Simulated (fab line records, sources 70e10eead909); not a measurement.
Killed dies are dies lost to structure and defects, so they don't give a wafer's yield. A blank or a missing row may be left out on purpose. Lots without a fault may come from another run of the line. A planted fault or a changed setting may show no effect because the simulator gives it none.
Problem report in the 8D (eight disciplines) form, filled by code | flow nand_harc | the parts of the form that need people (team, actions taken, sign-off) are left out

1. THE PROBLEM
raw_defect_count at NHARC_A_M1_INSPECT_11 reads a mean of 766 on 2 wafers of 2 lots; wafers without a fault read 94 with a standard deviation of 32. That is +21 standard deviations from the usual mean.
First seen on wafer L706.2, day 26 19:59, on defect_inspect-02. The record holds 38 wafers of 14 lots with a number at this step. Rule for "out", or "out of limits": more than 4 standard deviations from the usual mean. The other wafers with a number count as sound.

2. WHAT IT IS AND WHAT IT IS NOT
question                    | is                     | is not
which readings at this step | raw_defect_count       | -
which lots                  | L706, L708             | L696, L698, L702, L704, L707, L710, L711, L713, L714, L717, L718, L719
which wafers of those lots  | all that have a number | -
read on which gauges        | defect_inspect-02      | defect_inspect-01
when                        | from day 26 19:59      | up to then (12 sound wafers); but 24 sound wafers of L707, L710, L711, L713, L714, L717, L718, L719 came after

3. SUSPECTS, AND WHAT RULES EACH OUT
Counting: a tool at a process step up to the reading stays a suspect if it ran every lot that is out and no sound lot after the first of them.
- the gauge at NHARC_A_M1_INSPECT_11: kept. All the wafers that are out were read on defect_inspect-02, and no step on other tools shows them out.
- pecvd-01 at NHARC_A_M0_PRE_CLEAN_31 (time 12 s): ruled out as a lasting fault. Sound lots L718 ran on it after its first lot that is out, L706 (day 26 18:12).
- pecvd-01 at NHARC_A_M0_DEP_32 (deposits SiCN, target thk 30 nm): ruled out as a lasting fault. Sound lots L718 ran on it after its first lot that is out, L706 (day 26 18:19).
Left after counting: defect_inspect-02 at NHARC_A_M1_INSPECT_11.

4. THE CAUSE (what the simulator had put in)
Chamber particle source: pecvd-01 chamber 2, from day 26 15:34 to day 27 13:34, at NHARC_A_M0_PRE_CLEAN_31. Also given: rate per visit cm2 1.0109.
Counting ruled it out, wrongly: the rule takes a fault to strike every lot that its tool runs from its start on, and this one did not.

5. THE CHAIN OF EFFECTS, in route order
Each row: a reading whose mean over the struck wafers that have a number lies more than 3 standard deviations from the usual. Only readings for which the record gives a usual standard deviation are gone through. hours: the time from each lot's start at the first step in this table that gives one to its start at this step, as a median over the lots. sigmas: the change in usual standard deviations.
hours | step                  | reading          | usual | on struck wafers | change | sigmas
0     | NHARC_A_M1_INSPECT_11 | raw_defect_count | 94    | 766              | +672   | +21
Later measuring or inspecting steps at which every struck wafer that the step has a row for has a number for every such reading, and none has moved that far: NHARC_END_SORT_01.

6. WHAT WOULD HAVE CAUGHT IT SOONER
In this record the first reading out of limits at a measuring or inspecting step was taken at day 26 19:59, 4 hours after the fault began at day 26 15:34.
Of the tool readings at NHARC_A_M0_PRE_CLEAN_31 for which the record gives a usual standard deviation, none was out on any struck wafer, so an alarm limit of 4 standard deviations on them would not have fired.
